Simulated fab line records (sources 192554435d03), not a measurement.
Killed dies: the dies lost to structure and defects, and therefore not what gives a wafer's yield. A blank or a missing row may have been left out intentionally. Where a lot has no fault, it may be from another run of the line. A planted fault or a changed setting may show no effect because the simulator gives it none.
One fault seen from 2 desks ; flow n5_finfet ; each desk holds nothing but its own numbers, with what lay behind them at the end

THE DEFECT DESK
What the inspections along the route counted, lot by lot: means of the sampled wafers that have a number. A lot is out of limits, marked OUT, if its mean lies more than 4 standard deviations from the usual mean; the brackets give that distance.
Columns: A = raw_defect_count at N5_PASSIVATION_INSPECT_64, usual 1.9; B = raw_defect_count at N5_PASSIVATION_INSPECT_57, usual 2.0
lot;first seen here;A;B
L766;day 12 11:23;1.3;3.0
L771;day 13 21:25;2.0;1.0
L770;day 13 23:26;1.3;3.7
L773;day 14 03:55;3.0;1.3
L775;day 16 00:13;1.7;1.7
L776;day 16 03:38;2.0;1.7
L780;day 16 05:08;2.7;1.3
L779;day 16 09:53;1.7;0.3
L782;day 16 14:12;3.0;3.0
L784;day 17 17:49;2.5;1.0
L789;day 18 21:41;1.3;1.7
Result from this desk: across the 11 lots, nothing is out of limits.

DESK OF THE TOOL OWNER: rie_diel-01
The tool's own readings at N5_PASSIVATION_PASS_ETCH_47 (etches SiNx in CF4/O2, target depth 770 nm, time 385 s): means of the sampled wafers that have a number, for each lot that ran on this tool. A lot is out of limits, marked OUT, if its mean lies more than 4 standard deviations from the usual mean; the brackets give that distance.
Columns: A = drypump_motor_current_A at N5_PASSIVATION_PASS_ETCH_47, usual 5.8 A; B = mfc_ar_sccm at N5_PASSIVATION_PASS_ETCH_47, usual 99.98 sccm; C = oes_product_au at N5_PASSIVATION_PASS_ETCH_47, usual 0.78 a.u.; D = rf_vpp_V at N5_PASSIVATION_PASS_ETCH_47, usual 244 V; E = run_length_s at N5_PASSIVATION_PASS_ETCH_47, usual 408.4 s; F = showerhead_plenum_p_Torr at N5_PASSIVATION_PASS_ETCH_47, usual 2.24 Torr; G = throttle_valve_pct at N5_PASSIVATION_PASS_ETCH_47, usual 15.78 %
lot;first seen here;A;B;C;D;E;F;G
L775;day 16 02:02;5.8;100.12;0.81;248;408.6;2.24;15.60
L776;day 16 05:44;5.9;100.15;0.79;247;408.4;2.23;15.76
L779;day 16 12:02;5.7;100.00;0.84;244;400.7 (-20) OUT;2.22;15.69
L782;day 16 16:50;5.8;99.71;0.84;245;400.7 (-20) OUT;2.22;15.63
L784;day 17 19:44;5.6;99.61;0.82;242;397.2 (-29) OUT;2.22;15.88
This desk's verdict: out of limits on L779, L782, L784, starting with L779 at day 16 12:02 (run_length_s at N5_PASSIVATION_PASS_ETCH_47). In limits: L775, L776.

PUT TOGETHER
At day 16 12:02, on L779, L782, L784, the tool owner's desk was in a position to raise an alarm.
The defect desk saw nothing out of limits.
The defect desk has L779, L782, L784 on record, within its limits.
Every lot named ran N5_PASSIVATION_PASS_ETCH_47 on rie_diel-01.

WHAT THE SIMULATOR HAD PUT IN
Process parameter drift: rie_diel-01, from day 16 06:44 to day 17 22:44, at N5_PASSIVATION_PASS_ETCH_47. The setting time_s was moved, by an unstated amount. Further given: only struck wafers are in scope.
Lots struck among those shown: L779, L782, L784.
Hours from the fault's start to each desk's first reading out of limits: the tool owner's desk, 5.
